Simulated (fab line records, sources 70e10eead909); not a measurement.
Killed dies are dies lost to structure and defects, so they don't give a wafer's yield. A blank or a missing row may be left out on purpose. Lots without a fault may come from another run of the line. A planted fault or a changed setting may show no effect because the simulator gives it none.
A struck lot beside a sound one | flow nand_harc | 36 steps out of a route of 1302
Sound: wafers L430.3, L430.4, L430.6. Struck: wafers L438.3, L438.5, L438.6. The cause comes at the end.
At each step with rows: each side's tool, then ch and its chambers, then its first start. Under that, the readings that differ: sound wafers | struck wafers | difference of the means | sigmas: that difference in standard deviations of wafers without a fault.
alike: readings whose means differ by less than 2 such deviations, and words and numbers that are the same on both sides. not compared: withheld readings, readings that some wafer has no value for, bounds like >300 that may hide the same value, and numbers for which the record gives no deviation and whose values overlap.
The two part at a step that has a row with sigmas, a row that says differs or no value, or rows on one side only. Numbers that don't overlap but have no deviation are shown without sigmas and don't part them. A reading that every wafer of one side lacks parts them only if that side has two wafers or more.

first, 3 steps without rows for these wafers: NHARC_A_STAIRCASE_STRIP_317 (strips in SPM, time 900 s); NHARC_A_STAIRCASE_PRECLEAN_318 (cleans in SC1); NHARC_A_STAIRCASE_SRD_329.
NHARC_A_STAIRCASE_ALD_415: deposits SiO2, target thk 30 nm, pulse time 6 s, ald cycles 300.
  sound on ald_hk-02 ch 0,3, day 17 16:01; struck on ald_hk-02 ch 2,3, day 21 04:20
  alike: heater_power_w, precursor_pulse_height_rel
then, 7 steps without rows for these wafers: NHARC_A_STAIRCASE_ETCHBACK_416 (etches the open film in C4F8/O2/Ar, target depth 36 nm, time 7.2 s); NHARC_A_STAIRCASE_STRIP_476 (strips in O2, time 20 s); NHARC_A_STAIRCASE_DEP_417 (deposits Si3N4, target thk 60 nm); NHARC_A_STAIRCASE_WET_418 (chemistry H3PO4, target depth 20 nm); NHARC_A_STAIRCASE_PRECLEAN_419 (cleans in SC1); NHARC_A_STAIRCASE_SRD_421; NHARC_A_STAIRCASE_ALD_420 (deposits SiO2, target thk 20 nm, pulse time 6 s, ald cycles 200).
NHARC_A_STAIRCASE_CVD_552: deposits SiNx, target thk 40 nm.
  sound on lpcvd-01 ch 1, day 18 01:18; struck on lpcvd-02 ch 1, day 21 14:14
  alike: pressure_mtorr, spike_tc_centre_C, spike_tc_top_C
NHARC_A_STAIRCASE_DEP_151: deposits SiO2, target thk 7200 nm.
  sound on pecvd-03 ch 1,2, day 18 04:56; struck on pecvd-02 ch 1,2, day 21 18:01
  alike: heater_power_w
then, 16 steps without rows for these wafers: NHARC_A_STAIRCASE_ANNEAL_320 (time 1800 s); NHARC_A_STAIRCASE_DEP_322 (deposits SiO2, target thk 7200 nm); NHARC_A_STAIRCASE_ANNEAL_323 (time 1800 s); NHARC_A_STAIRCASE_DEP_325 (deposits SiO2, target thk 7200 nm); NHARC_A_STAIRCASE_ANNEAL_326 (time 1800 s); NHARC_A_STAIRCASE_DEHYDRATE_433 (time 120 s); NHARC_A_STAIRCASE_HMDS_434 (time 30 s); NHARC_A_STAIRCASE_COAT_435; NHARC_A_STAIRCASE_SOFTBAKE_436 (time 170 s); NHARC_A_STAIRCASE_EBR_437; NHARC_A_STAIRCASE_EXPOSE_438 (exposes mask STAIR REV); NHARC_A_STAIRCASE_PEB_439 (peb time 130 s); NHARC_A_STAIRCASE_DEVELOP_440 (time 140 s); NHARC_A_STAIRCASE_HARDBAKE_442 (time 140 s); NHARC_A_STAIRCASE_DESCUM_443 (chemistry O2, time 3 s); NHARC_A_STAIRCASE_ETCH_444 (etches the open film in C4F8/O2, target depth 20400 nm, time 6800 s).
NHARC_A_STAIRCASE_STRIP_446: strips in O2.
  sound on plasma_asher-01 ch 0,1, day 19 13:04; struck on plasma_asher-01 ch 0,1, day 23 00:53
  alike: drypump_motor_current_A, heater_power_w, rf_refl_power_W, temp_c
  not compared: rf_hours_counter_h
then, 3 steps without rows for these wafers: NHARC_A_STAIRCASE_STRIP_447 (strips in SPM, time 900 s); NHARC_A_STAIRCASE_PRECLEAN_448 (cleans in SC1); NHARC_A_STAIRCASE_SRD_449.
NHARC_A_STAIRCASE_CMP_450: polishes SiO2, target thk 200 nm.
  sound on cmp-02 ch 1,2,3, day 19 13:47; struck on cmp-03 ch 0,1,2, day 23 01:37
  alike: motor_current_A, slurry_flow_ml_min
NHARC_A_STAIRCASE_CMP_152: polishes.
  sound on cmp-02 ch 1,2,3, day 19 13:52; struck on cmp-03 ch 0,1,2, day 23 01:42
  alike: motor_current_A, slurry_flow_ml_min
-- the record jumps here: 6 days lie between the struck wafers' starts before and after (it left off in module A_STAIRCASE and takes up again in module END, whose first step shown is number 1302 of the route) --
NHARC_END_SORT_01:
  the record has rows for the struck wafers here (prober-02 ch 0, day 28 21:59) and none for the sound ones

WHERE THEY PART
Only at NHARC_END_SORT_01, within this record.

WHY: what the simulator had put in
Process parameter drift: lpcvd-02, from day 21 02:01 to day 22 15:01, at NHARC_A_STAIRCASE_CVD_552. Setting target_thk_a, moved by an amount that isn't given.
